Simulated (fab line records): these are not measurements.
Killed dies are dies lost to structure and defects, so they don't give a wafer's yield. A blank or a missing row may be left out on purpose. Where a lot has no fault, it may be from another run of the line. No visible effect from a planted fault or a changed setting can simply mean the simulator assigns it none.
Chamber matching -- flow n5-finfet -- N5_MOL_CONTACT_COAG_CMP_28 on cmp-01: 4 sister chambers
The step polishes, stops on SiNx, t overpolish 0.85 s, target thk 14.522 nm. 4 wafers are shown with their chamber, then 8 later ones without.

EACH WAFER AND ITS CHAMBER
wafer,chamber,motor-current-A (A)
L076.1,3,12.1
L082.2,0,11.9
L083.6,1,10.8
L085.1,2,11.8

WAFERS WITH NO CHAMBER GIVEN
wafer,motor-current-A (A)
L085.5,12.8
L085.6,11.7
L086.1,12.4
L086.2,11.3
L086.4,11.7
L092.2,10.5
L092.4,12.2
L092.6,12.0

THE CHAMBER EACH PASSED THROUGH
wafer,from the rows above,in truth
L085.5,can't be placed: 3 or 0 or 2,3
L085.6,can't be placed: 2 or 0 or 3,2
L086.1,can't be placed: 3 or 0 or 2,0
L086.2,can't be placed: 1 or 2 or 0 or 3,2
L086.4,can't be placed: 2 or 0 or 3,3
L092.2,1,1
L092.4,can't be placed: 3 or 0 or 2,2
L092.6,can't be placed: 0 or 3 or 2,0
1 of 8 placed correctly. These rows do not allow placing 7 (true chamber among the candidates in 7). Number placed wrongly: 0.
How it was worked out, from the rows above alone: a wafer's distance from a chamber is the root of the sum, over the readings, of the square of ((its reading less the chamber's mean) divided by the reading's scatter). If the next closest chamber is less than 2 further off than the closest, the wafer can't be placed; otherwise it belongs to the closest. The mean given for a chamber averages the wafers shown for that chamber. The scatter (one wafer shown for each chamber): square how far every hidden wafer sits from the nearest shown wafer, average those squares and take the square root.
